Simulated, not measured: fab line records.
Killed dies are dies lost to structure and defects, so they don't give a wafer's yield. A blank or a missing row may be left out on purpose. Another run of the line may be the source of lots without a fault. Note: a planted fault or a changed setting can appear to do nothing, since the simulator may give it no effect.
fab line records | flow n5-finfet
record: lots: 7 wafers: 21
route steps=1938 shown BEOL_M5@1141 BEOL_M7@1293 BEOL_M8@1342 BEOL_M9@1408
start-h: start of the lot's first displayed wafer, in hours after the record's first day | wait-h: hours from the lot's prior step to this one | " the same as in the row above | L1.1+2: one row covering several wafers at once | - value missing, or start not given | * or withheld: withheld | < > ~ a bound
route shown NAME@n: a module of which the file shows steps, and the number in the route of the first | usual: mean/standard deviation of fault-free wafers | same: alike in all rows | chamber/n: place in a boat | sites: the reading at each site | _std_site: the standard deviation of these | _edge_site: the outer-site mean with the inner-site mean subtracted | radius-mm: for every site, how far away it sits from the centre of the wafer | mask NAME#n: copy n | behind: the tool/chamber that last shaped the wafer | hold: what put the lot on hold/how long, in hours/how the hold closed | device: the n, p or np transistor that did not switch | end of line: the tests these same wafers got at the end of their route | a step without rows: its recipe alone | killed: count of dies lost to structure and defects at first sort (not the wafer's yield) | map: shows each die of a wafer: x if killed, . if not, _ if none is there
set.NAME: setting as actually run; set.NAME@STEP: the setting as run at that earlier step | model.NAME: the simulator's own value behind a step, which no gauge read
lots whose settings were changed on purpose; a table a step, a row a wafer
== steps ==
step: N5_BEOL_M5_COAT_74
recipe: resist: underlayer temp-c: 205 time-s: 60 spin-rpm: 1500 resist-thk-nm: 5
columns lot.wafer tool chamber start-h wait-h set.spin-rpm
L075.2+3+4 litho-track-03 0 - - 1500
L080.1+6 litho-track-03 0 - - 1500
L080.2 " 0 " " 1597
L084.1+2+6 litho-track-01 0 - - 1500
L085.1 litho-track-01 0 - - 1365
L085.3+4 " 0 " " 1500
L088.1+2+3 litho-track-02 0 - - 1500
L092.2+4 litho-track-01 0 - - 1338
L092.6 " 0 " " 1500
L091.2+3+4 litho-track-03 0 - - 1452
step: N5_BEOL_M5_COAT_22
recipe: resist: CAR-EUV spin-rpm: 1500 resist-thk-nm: 30
step: N5_BEOL_M5_EBR_24
recipe: solvent: PGMEA ebr-width-mm: 1.5
step: N5_BEOL_M5_DESCUM_33
recipe: chemistry: O2 time-s: 7 source-power-w: 50 bias-power-w: 20 pressure-mtorr: 20 rf-frequency-hz: 2.712e+07 temp-c: 40 resist: CAR-EUV o2-flow-sccm: 225
step: N5_BEOL_M5_ETCH_75
recipe: chemistry: N2/H2 target: underlayer target-depth-a: 65 mask-material: CAR-EUV time-s: 5.2 ion-energy-ev: 200 pressure-mtorr: 30 source-w: 840 bias-w: 150 n2-flow-sccm: 200 h2-flow-sccm: 200 ends: cleared
usual: etch-rf-on-time-s: 5.17/0.088
columns lot.wafer tool chamber start-h wait-h set.spin-rpm@BEOL_M5_COAT_74 etch-rf-on-time-s model.etch.depth-nm
L075.2 rie-diel-03 2 231.59 0.0 1500 5.16 5.007
L075.3 " 1 " " 1500 5.18 5.026
L075.4 " 0 " " 1500 5.20 5.021
L080.1 rie-diel-05 2 264.39 0.0 1500 5.05 5.011
L080.2 " 1 " " 1597 4.97 4.862
L080.6 " 1 " " 1500 5.12 5.005
L084.1 rie-diel-05 1 270.00 0.0 1500 5.18 5.014
L084.2 " 2 " " 1500 5.12 5.014
L084.6 " 1 " " 1500 5.18 5.008
L085.1 rie-diel-02 1 292.08 0.0 1365 5.45 5.236
L085.3 " 3 " " 1500 5.06 4.982
L085.4 " 2 " " 1500 5.08 4.985
L088.1 rie-diel-02 3 296.16 0.0 1500 5.11 5.009
L088.2 " 1 " " 1500 5.17 4.988
L088.3 " 2 " " 1500 5.04 4.992
L092.2 rie-diel-05 2 330.17 0.0 1338 5.40 5.293
L092.4 " 3 " " 1338 5.38 5.289
L092.6 " 1 " " 1500 5.19 4.982
L091.2 rie-diel-05 1 336.62 0.0 1452 5.26 5.083
L091.3 " 3 " " 1452 5.16 5.069
L091.4 " 1 " " 1452 5.24 5.066
step: N5_BEOL_M5_ETCH_67
recipe: chemistry: CF4 target: SiARC target-depth-a: 156 mask-material: CAR-EUV time-s: 26 ion-energy-ev: 80 pressure-mtorr: 40 source-w: 545 bias-w: 36 Ar_flow_sccm: 100 cf4-flow-sccm: 100 ends: cleared
columns lot.wafer tool chamber start-h wait-h set.spin-rpm@BEOL_M5_COAT_74 model.CAR-EUV_of_BEOL_M5_COAT_22.thk-nm
L075.2+3+4 rie-diel-03 2,1,0 231.61 0.0 1500 11.2
L080.1 rie-diel-05 2 264.40 0.0 1500 11
L080.2 " 1 " " 1597 11.4
L080.6 " 1 " " 1500 11.2
L084.1+2+6 rie-diel-05 1,2,1 270.02 0.0 1500 11.2
L085.1 rie-diel-02 1 292.09 0.0 1365 10.8
L085.3 " 3 " " 1500 11
L085.4 " 2 " " 1500 11.2
L088.1+2 rie-diel-02 3,1 296.18 0.0 1500 11
L088.3 " 2 " " 1500 11.2
L092.2+4 rie-diel-05 2,3 330.19 0.0 1338 10.8
L092.6 " 1 " " 1500 11.2
L091.2+3+4 rie-diel-05 1,3,1 336.63 0.0 1452 11
step: N5_BEOL_M7_EXPOSE_25
recipe: mask-id: V6 na: 0.33 source-shape: annular sigma-inner: 0.4 sigma-outer: 0.8 polarization: unpolarized target-cd-nm: 40 dose-mj: 42.5
columns lot.wafer tool chamber start-h wait-h mask set.dose-mj
L075.2+3+4 euv-scanner-01 0 252.00 - V6#0 42.5
L080.1 euv-scanner-02 0 283.88 - V6#0 44.11
L080.2+6 " 0 " " V6#0 42.5
L084.1+6 euv-scanner-02 0 291.21 - V6#0 42.5
L084.2 " 0 " " V6#0 39.74
L085.1 euv-scanner-01 0 311.65 - V6#0 42.5
L085.3+4 " 0 " " V6#0 45.09
L088.1+2+3 euv-scanner-01 0 315.81 - V6#0 42.5
L092.2+6 euv-scanner-02 0 350.80 - V6#0 42.5
L092.4 " 0 " " V6#0 43.76
L091.2+4 euv-scanner-02 0 359.98 - V6#0 42.5
L091.3 " 0 " " V6#0 41.53
step: N5_BEOL_M7_PEB_26
recipe: peb-temp-c: 100 peb-time-s: 60 resist: CAR-EUV
step: N5_BEOL_M7_DEVELOP_27
recipe: develop-time-s: 30 developer: TMAH resist: CAR-EUV rinse-liquid: surfactant-rinse dry: air-spin dev-temp-c: 23
step: N5_BEOL_M7_CD_MEAS_28
recipe: target-cd-nm: 40 landing-energy-ev: 500 detector: se-inlens
usual: cd-nm: 40.01/0.22
columns lot.wafer tool chamber start-h wait-h set.dose-mj@BEOL_M7_EXPOSE_25 cd-nm
L075.2 cd-sem-03 0 252.12 - 42.5 40.29
L075.3 " 0 " " 42.5 40.20
L075.4 " 0 " " 42.5 39.79
L080.1 cd-sem-02 0 284.02 - 44.11 41.02
L080.2 " 0 " " 42.5 40.18
L080.6 " 0 " " 42.5 39.93
L084.1 cd-sem-03 0 291.34 - 42.5 39.76
L084.2 " 0 " " 39.74 38.53
L084.6 " 0 " " 42.5 39.94
L085.1 cd-sem-02 0 311.79 - 42.5 39.98
L085.3 " 0 " " 45.09 41.44
L085.4 " 0 " " 45.09 41.12
L088.1 cd-sem-01 0 315.94 - 42.5 39.85
L088.2 " 0 " " 42.5 39.92
L088.3 " 0 " " 42.5 40.16
L092.2 cd-sem-02 0 350.93 - 42.5 39.81
L092.4 " 0 " " 43.76 40.78
L092.6 " 0 " " 42.5 40.04
L091.2 cd-sem-01 0 360.11 - 42.5 39.85
L091.3 " 0 " " 41.53 39.72
L091.4 " 0 " " 42.5 40.28
step: N5_BEOL_M7_DESCUM_33
recipe: chemistry: O2 time-s: 7 source-power-w: 50 bias-power-w: 20 pressure-mtorr: 20 rf-frequency-hz: 2.712e+07 temp-c: 40 resist: CAR-EUV o2-flow-sccm: 225
columns lot.wafer tool chamber start-h wait-h set.time-s set.dose-mj@BEOL_M7_EXPOSE_25 model.CAR-EUV_of_BEOL_M7_COAT_22.thk-nm model.BEOL_M7.cd-nm
L075.2 rie-diel-02 0 252.58 0.4 8.105 42.5 25.4 40.2
L075.3 " 2 " " 7 42.5 26.2 40.2
L075.4 " 0 " " 8.105 42.5 25.6 40.4
L080.1 rie-diel-03 0 284.20 0.1 7 44.11 26 41
L080.2 " 2 " " 7 42.5 26 40.2
L080.6 " 0 " " 7 42.5 26 40
L084.1 rie-diel-05 0 291.47 0.0 7 42.5 26 39.8
L084.2 " 3 " " 7 39.74 26 38.6
L084.6 " 3 " " 7 42.5 26 40
L085.1 rie-diel-05 2 312.08 0.2 5.51 42.5 26.8 39.6
L085.3+4 " 3,0 " " 5.51 45.09 26.8 41
L088.1+2 rie-diel-02 1,2 316.07 0.0 7 42.5 26 40
L088.3 " 3 " " 7 42.5 26 40.2
L092.2 rie-diel-05 2 352.38 1.4 5.78 42.5 26.4 39.8
L092.4 " 3 " " 5.78 43.76 26.4 40.6
L092.6 " 0 " " 7 42.5 26 40
L091.2 rie-diel-05 3 360.23 0.0 7.664 42.5 25.8 40.2
L091.3 " 2 " " 7 41.53 26.2 39.4
L091.4 " 1 " " 7 42.5 26 40
step: N5_BEOL_M7_ETCH_72
recipe: chemistry: N2/H2 target: underlayer target-depth-a: 65 mask-material: CAR-EUV time-s: 5.2 ion-energy-ev: 200 pressure-mtorr: 30 source-w: 840 bias-w: 150 n2-flow-sccm: 200 h2-flow-sccm: 200 ends: cleared
columns lot.wafer tool chamber start-h wait-h set.time-s@BEOL_M7_DESCUM_33 model.CAR-EUV_of_BEOL_M7_COAT_22.thk-nm
L075.2+4 rie-diel-02 0 252.61 0.0 8.105 19.8
L075.3 " 2 " " 7 20.4
L080.1+2 rie-diel-03 0,2 284.23 0.0 7 20.2
L080.6 " 0 " " 7 20.4
L084.1 rie-diel-05 0 291.50 0.0 7 20.2
L084.2+6 " 3 " " 7 20.4
L085.1+4 rie-diel-05 2,0 312.11 0.0 5.51 21
L085.3 " 3 " " 5.51 21.2
L088.1+3 rie-diel-02 1,3 316.10 0.0 7 20.2
L088.2 " 2 " " 7 20.4
L092.2+4 rie-diel-05 2,3 352.41 0.0 5.78 20.8
L092.6 " 0 " " 7 20.2
L091.2 rie-diel-05 3 360.27 0.0 7.664 20
L091.3+4 " 2,1 " " 7 20.4
step: N5_BEOL_M7_ETCH_65
recipe: chemistry: CF4 target: SiARC target-depth-a: 156 mask-material: CAR-EUV time-s: 26 ion-energy-ev: 80 pressure-mtorr: 40 source-w: 545 bias-w: 36 Ar_flow_sccm: 100 cf4-flow-sccm: 100 ends: cleared
columns lot.wafer tool chamber start-h wait-h set.dose-mj@BEOL_M7_EXPOSE_25 model.BEOL_M7.cd-nm
L075.2+4 rie-diel-02 0 252.63 0.0 42.5 40.4
L075.3 " 2 " " 42.5 40.2
L080.1 rie-diel-03 0 284.25 0.0 44.11 41.2
L080.2 " 2 " " 42.5 40.4
L080.6 " 0 " " 42.5 40.2
L084.1+6 rie-diel-05 0,3 291.52 0.0 42.5 39.8
L084.2 " 3 " " 39.74 38.4
L085.1 rie-diel-05 2 312.13 0.0 42.5 39.8
L085.3 " 3 " " 45.09 41
L085.4 " 0 " " 45.09 41.2
L088.1 rie-diel-02 1 316.12 0.0 42.5 40.2
L088.2+3 " 2,3 " " 42.5 40
L092.2 rie-diel-05 2 352.43 0.0 42.5 39.8
L092.4 " 3 " " 43.76 40.8
L092.6 " 0 " " 42.5 40
L091.2 rie-diel-05 3 360.28 0.0 42.5 40.2
L091.3 " 2 " " 41.53 39.4
L091.4 " 1 " " 42.5 40
step: N5_BEOL_M8_EXPOSE_08
recipe: mask-id: M8 na: 1.35 source-shape: dipole sigma-inner: 0.817 sigma-outer: 0.97 polarization: te dose-mj: 68.25
columns lot.wafer tool chamber start-h wait-h mask set.dose-mj
L075.2+3 arfi-scanner-01 0 260.93 - M8#0 72.97
L075.4 " 0 " " M8#0 68.25
L080.1+2 arfi-scanner-02 0 290.42 - M8#0 69.76
L080.6 " 0 " " M8#0 68.25
L084.1+2 arfi-scanner-03 0 297.23 - M8#0 68.25
L084.6 " 0 " " M8#0 73.09
L085.1+3 arfi-scanner-01 0 317.00 - M8#0 69.74
L085.4 " 0 " " M8#0 68.25
L088.1+2+3 arfi-scanner-02 0 320.64 - M8#0 68.25
L092.2 arfi-scanner-03 0 357.75 - M8#0 71.27
L092.4+6 " 0 " " M8#0 68.25
L091.2+3+4 arfi-scanner-01 0 364.75 - M8#0 68.25
step: N5_BEOL_M8_PEB_09
recipe: peb-temp-c: withheld peb-time-s: 60 resist: CAR-ArF
step: N5_BEOL_M8_DEVELOP_10
recipe: develop-time-s: 30 developer: TMAH resist: CAR-ArF rinse-liquid: diw dry: air-spin dev-temp-c: 23
step: N5_BEOL_M8_CD_MEAS_11
recipe: target-cd-nm: 38.5 landing-energy-ev: 500 detector: se-inlens polarity: opening
usual: cd-nm: 38.4/0.44
columns lot.wafer tool chamber start-h wait-h set.dose-mj@BEOL_M8_EXPOSE_08 cd-nm
L075.2 cd-sem-03 0 261.05 - 72.97 42.0
L075.3 " 0 " " 72.97 41.8
L075.4 " 0 " " 68.25 39.2
L080.1 cd-sem-02 0 290.54 - 69.76 40.0
L080.2 " 0 " " 69.76 39.7
L080.6 " 0 " " 68.25 38.1
L084.1 cd-sem-02 0 297.35 - 68.25 38.5
L084.2 " 0 " " 68.25 38.3
L084.6 " 0 " " 73.09 41.3
L085.1 cd-sem-02 0 317.13 - 69.74 39.6
L085.3 " 0 " " 69.74 39.3
L085.4 " 0 " " 68.25 38.3
L088.1 cd-sem-02 0 320.76 - 68.25 39.1
L088.2 " 0 " " 68.25 39.0
L088.3 " 0 " " 68.25 39.0
L092.2 cd-sem-03 0 357.88 - 71.27 41.3
L092.4 " 0 " " 68.25 38.1
L092.6 " 0 " " 68.25 37.9
L091.2 cd-sem-02 0 364.87 - 68.25 38.8
L091.3 " 0 " " 68.25 38.5
L091.4 " 0 " " 68.25 38.5
step: N5_BEOL_M8_DESCUM_16
recipe: chemistry: O2 time-s: 7.9 source-power-w: 50 bias-power-w: 20 pressure-mtorr: 20 rf-frequency-hz: 2.712e+07 temp-c: 40 resist: CAR-ArF o2-flow-sccm: 225
columns lot.wafer tool chamber start-h wait-h set.time-s model.CAR-ArF_of_BEOL_M8_COAT_05.thk-nm
L075.2 rie-diel-06 2 261.33 0.2 9.439 82.4
L075.3 " 3 " " 7.9 83.4
L075.4 " 0 " " 7.9 83.6
L080.1+2 rie-diel-01 3,0 290.84 0.2 6.908 84
L080.6 " 2 " " 7.9 83.4
L084.1+2 rie-diel-06 3,1 297.55 0.1 6.91 84.2
L084.6 " 1 " " 7.9 83.6
L085.1 rie-diel-04 3 317.65 0.5 6.953 83.8
L085.3 " 0 " " 7.9 83.6
L085.4 " 3 " " 6.953 84
L088.1 rie-diel-04 3 321.55 0.7 7.9 83.6
L088.2 " 1 " " 7.9 83.4
L088.3 " 0 " " 7.9 83.2
L092.2+6 rie-diel-04 1,2 358.18 0.3 9.344 82.4
L092.4 " 3 " " 7.9 83.4
L091.2 rie-diel-01 3 364.96 0.0 7.9 83
L091.3 " 2 " " 7.9 83.4
L091.4 " 0 " " 8.487 83
step: N5_BEOL_M8_ETCH_61
recipe: chemistry: CF4 target: SiARC target-depth-a: 455 mask-material: CAR-ArF time-s: 75.8 ion-energy-ev: 80 pressure-mtorr: 40 source-w: 545 bias-w: 36 Ar_flow_sccm: 100 cf4-flow-sccm: 100 ends: cleared
columns lot.wafer tool chamber start-h wait-h set.dose-mj@BEOL_M8_EXPOSE_08 model.BEOL_M8.cd-offset-nm
L075.2 rie-diel-06 2 261.36 0.0 72.97 3.6
L075.3 " 3 " " 72.97 2.8
L075.4 " 0 " " 68.25 0.6
L080.1+2 rie-diel-01 3,0 290.88 0.0 69.76 1
L080.6 " 2 " " 68.25 0
L084.1+2 rie-diel-06 3,1 297.58 0.0 68.25 -0.4
L084.6 " 1 " " 73.09 3
L085.1+3 rie-diel-04 3,0 317.68 0.0 69.74 1.2
L085.4 " 3 " " 68.25 0.2
L088.1 rie-diel-04 3 321.58 0.0 68.25 0.6
L088.2+3 " 1,0 " " 68.25 0.2
L092.2 rie-diel-04 1 358.22 0.0 71.27 3
L092.4 " 3 " " 68.25 -0.4
L092.6 " 2 " " 68.25 0.2
L091.2+3 rie-diel-01 3,2 364.99 0.0 68.25 -0.2
L091.4 " 0 " " 68.25 0.2
step: N5_BEOL_M8_ETCH_62
recipe: chemistry: N2/H2 target: SOC target-depth-a: 1100 overetch-a: 220 mask-material: SiARC temp-c: 40 time-s: 165 ion-energy-ev: 200 pressure-mtorr: 30 source-w: 840 bias-w: 150 n2-flow-sccm: 200 h2-flow-sccm: 200
columns lot.wafer tool chamber start-h wait-h set.dose-mj@BEOL_M8_EXPOSE_08 model.BEOL_M8.cd-offset-nm
L075.2 rie-diel-06 2 261.42 0.0 72.97 3.6
L075.3 " 3 " " 72.97 2.8
L075.4 " 0 " " 68.25 0.6
L080.1 rie-diel-01 3 290.93 0.0 69.76 1.2
L080.2 " 0 " " 69.76 0.8
L080.6 " 2 " " 68.25 -0.2
L084.1+2 rie-diel-06 3,1 297.64 0.0 68.25 -0.6
L084.6 " 1 " " 73.09 2.8
L085.1 rie-diel-04 3 317.74 0.0 69.74 1.2
L085.3 " 0 " " 69.74 1.6
L085.4 " 3 " " 68.25 0
L088.1+3 rie-diel-04 3,0 321.64 0.0 68.25 0.4
L088.2 " 1 " " 68.25 0.2
L092.2 rie-diel-04 1 358.27 0.0 71.27 3.2
L092.4 " 3 " " 68.25 -0.6
L092.6 " 2 " " 68.25 0.4
L091.2+3 rie-diel-01 3,2 365.05 0.0 68.25 -0.2
L091.4 " 0 " " 68.25 0
step: N5_BEOL_M8_STRIP_68
recipe: chemistry: N2/H2 temp-c: 40 n2-flow-sccm: 200 h2-flow-sccm: 200 rf-frequency-hz: 6e+07
step: N5_BEOL_M8_STRIP_67
recipe: chemistry: CF4 resist: SiARC power-w: 300 bias-power-w: 75 pressure-mtorr: 50 cf4-flow-sccm: 150 rf-frequency-hz: 6e+07
step: N5_BEOL_M8_HM_OPEN_17
recipe: chemistry: Cl2/BCl3 target-depth-a: 200 overetch-a: 60 target: TiN mask-material: SOC ion-energy-ev: 150 pressure-mtorr: 10 icp-w: 1000 bias-w: 126 Cl2_flow_sccm: 53.25 bcl3-flow-sccm: 21.75 Ar_flow_sccm: 25
columns lot.wafer tool chamber start-h wait-h set.dose-mj@BEOL_M8_EXPOSE_08 model.BEOL_M8.cd-offset-nm
L075.2 rie-metal-01 1 261.61 0.0 72.97 3.6
L075.3 " 0 " " 72.97 2.8
L075.4 " 1 " " 68.25 0.6
L080.1 rie-metal-02 1 291.12 0.0 69.76 1.4
L080.2 " 0 " " 69.76 1
L080.6 " 1 " " 68.25 -0.2
L084.1+2 rie-metal-02 0,1 297.83 0.0 68.25 -0.6
L084.6 " 0 " " 73.09 2.8
L085.1 rie-metal-02 0 317.92 0.0 69.74 1.2
L085.3 " 1 " " 69.74 1.6
L085.4 " 0 " " 68.25 0.2
L088.1+3 rie-metal-03 1 321.83 0.0 68.25 0.4
L088.2 " 0 " " 68.25 0.2
L092.2 rie-metal-03 0 358.46 0.0 71.27 3
L092.4 " 1 " " 68.25 -0.6
L092.6 " 1 " " 68.25 0.4
L091.2 rie-metal-01 0 365.23 0.0 68.25 -0.2
L091.3 " 1 " " 68.25 -0.4
L091.4 " 0 " " 68.25 0
step: N5_BEOL_M8_STRIP_19
recipe: chemistry: O2 power-w: 400 temp-c: 40 pressure-mtorr: 30 rf-frequency-hz: 6e+07 bias-power-w: 0 overash-fraction: 0.2 o2-flow-sccm: 225
step: N5_BEOL_M8_CD_MEAS_18
recipe: pitch-nm: 80 target-cd-nm: 40
usual: cd-nm: 40.0/0.48
columns lot.wafer tool chamber start-h wait-h set.dose-mj@BEOL_M8_EXPOSE_08 cd-nm
L075.2 cd-sem-02 - 261.79 0.1 72.97 43.6
L075.3 " - " " 72.97 43.0
L075.4 " - " " 68.25 40.2
L080.1 cd-sem-02 - 291.51 0.0 69.76 41.2
L080.2 " - " " 69.76 40.9
L080.6 " - " " 68.25 40.0
L084.1 cd-sem-03 - 298.13 0.0 68.25 39.2
L084.2 " - " " 68.25 39.2
L084.6 " - " " 73.09 43.4
L085.1 cd-sem-02 - 318.12 0.0 69.74 41.0
L085.3 " - " " 69.74 41.4
L085.4 " - " " 68.25 40.2
L088.1 cd-sem-02 - 322.15 0.0 68.25 40.1
L088.2 " - " " 68.25 40.2
L088.3 " - " " 68.25 40.4
L092.2 cd-sem-01 - 358.64 0.1 71.27 43.1
L092.4 " - " " 68.25 39.6
L092.6 " - " " 68.25 40.4
L091.2 cd-sem-03 - 365.42 0.1 68.25 39.6
L091.3 " - " " 68.25 39.7
L091.4 " - " " 68.25 40.2
step: N5_BEOL_M8_COAT_63
recipe: resist: SOC temp-c: 250 time-s: 60 spin-rpm: 1500 resist-thk-nm: 60
step: N5_BEOL_M8_COAT_64
recipe: resist: SiARC temp-c: 220 time-s: 60 spin-rpm: 1500 resist-thk-nm: 12
step: N5_BEOL_M8_PRECLEAN_42
recipe: chemistry: residue-remover time-s: 60 temp-c: 40
step: N5_BEOL_M8_SRD_43
recipe: time-s: 30 temp-c: 23 rinse-liquid: diw dry: ipa-marangoni
step: N5_BEOL_M8_CD_MEAS_35
recipe: target-cd-nm: 40 polarity: opening
usual: cd-nm: 40.0/0.48
columns lot.wafer tool chamber start-h wait-h set.dose-mj@BEOL_M8_EXPOSE_08 cd-nm
L075.2 cd-sem-03 - 263.50 0.0 72.97 43.5
L075.3 " - " " 72.97 42.8
L075.4 " - " " 68.25 40.6
L080.1 cd-sem-02 - 292.52 0.0 69.76 41.7
L080.2 " - " " 69.76 40.8
L080.6 " - " " 68.25 39.7
L084.1 cd-sem-01 - 302.55 0.0 68.25 39.6
L084.2 " - " " 68.25 39.6
L084.6 " - " " 73.09 42.9
L085.1 cd-sem-01 - 319.83 0.0 69.74 40.9
L085.3 " - " " 69.74 41.6
L085.4 " - " " 68.25 39.7
L088.1 cd-sem-03 - 323.19 0.0 68.25 40.5
L088.2 " - " " 68.25 40.2
L088.3 " - " " 68.25 40.7
L092.2 cd-sem-01 - 360.96 0.0 71.27 43.1
L092.4 " - " " 68.25 39.6
L092.6 " - " " 68.25 40.6
L091.2 cd-sem-03 - 368.72 0.0 68.25 39.9
L091.3 " - " " 68.25 39.6
L091.4 " - " " 68.25 40.2
step: N5_BEOL_M9_COAT_05
recipe: resist: CAR-ArF spin-rpm: 1500 resist-thk-nm: 90
columns lot.wafer tool chamber start-h wait-h set.spin-rpm model.CAR-ArF_of_BEOL_M9_COAT_05.thk-nm
L075.2 litho-track-04 0 - - 1500 90
L075.3 " 0 " " 1500 89.8
L075.4 " 0 " " 1560 88.6
L080.1+2+6 litho-track-04 0 - - 1500 90
L084.1 litho-track-04 0 - - 1500 90.2
L084.2+6 " 0 " " 1409 93.2
L085.1 litho-track-04 0 - - 1500 89.6
L085.3+4 " 0 " " 1436 91.6
L088.1 litho-track-01 0 - - 1500 90
L088.2+3 " 0 " " 1500 89.8
L092.2 litho-track-01 0 - - 1500 90
L092.4 " 0 " " 1500 90.2
L092.6 " 0 " " 1500 90.4
L091.2+3 litho-track-01 0 - - 1651 85.8
L091.4 " 0 " " 1500 90
== key ==
split: step: N5_BEOL_M5_COAT_74 setting: spin-rpm stated: 1500 by: wafer
response: step: N5_BEOL_M5_ETCH_75 reading: etch-rf-on-time-s change: * per: 1% r: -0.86
response: step: N5_BEOL_M5_ETCH_75 reading: model.etch.depth-nm change: -0.0274 per: 1% r: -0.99
response: step: N5_BEOL_M5_ETCH_67 reading: model.CAR-EUV_of_BEOL_M5_COAT_22.thk-nm change: +0.0374 per: 1% r: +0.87
split: step: N5_BEOL_M7_EXPOSE_25 setting: dose-mj stated: 42.5 by: wafer
response: step: N5_BEOL_M7_CD_MEAS_28 reading: cd-nm change: +0.218 per: 1% r: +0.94
response: step: N5_BEOL_M7_DESCUM_33 reading: model.BEOL_M7.cd-nm change: +0.223 per: 1% r: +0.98
response: step: N5_BEOL_M7_ETCH_65 reading: model.BEOL_M7.cd-nm change: +0.229 per: 1% r: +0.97
split: step: N5_BEOL_M7_DESCUM_33 setting: time-s stated: 7 by: wafer
response: step: N5_BEOL_M7_DESCUM_33 reading: model.CAR-EUV_of_BEOL_M7_COAT_22.thk-nm change: -0.0325 per: 1% r: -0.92
response: step: N5_BEOL_M7_ETCH_72 reading: model.CAR-EUV_of_BEOL_M7_COAT_22.thk-nm change: -0.0369 per: 1% r: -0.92
split: step: N5_BEOL_M8_EXPOSE_08 setting: dose-mj stated: 68.25 by: wafer
response: step: N5_BEOL_M8_CD_MEAS_11 reading: cd-nm change: +0.476 per: 1% r: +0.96
response: step: N5_BEOL_M8_ETCH_61 reading: model.BEOL_M8.cd-offset-nm change: +0.473 per: 1% r: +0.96
response: step: N5_BEOL_M8_ETCH_62 reading: model.BEOL_M8.cd-offset-nm change: +0.49 per: 1% r: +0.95
response: step: N5_BEOL_M8_HM_OPEN_17 reading: model.BEOL_M8.cd-offset-nm change: +0.483 per: 1% r: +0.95
response: step: N5_BEOL_M8_CD_MEAS_18 reading: cd-nm change: +0.539 per: 1% r: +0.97
response: step: N5_BEOL_M8_CD_MEAS_35 reading: cd-nm change: +0.475 per: 1% r: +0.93
split: step: N5_BEOL_M8_DESCUM_16 setting: time-s stated: 7.9 by: wafer
response: step: N5_BEOL_M8_DESCUM_16 reading: model.CAR-ArF_of_BEOL_M8_COAT_05.thk-nm change: -0.0488 per: 1% r: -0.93
split: step: N5_BEOL_M9_COAT_05 setting: spin-rpm stated: 1500 by: wafer
response: step: N5_BEOL_M9_COAT_05 reading: model.CAR-ArF_of_BEOL_M9_COAT_05.thk-nm change: -0.431 per: 1% r: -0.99
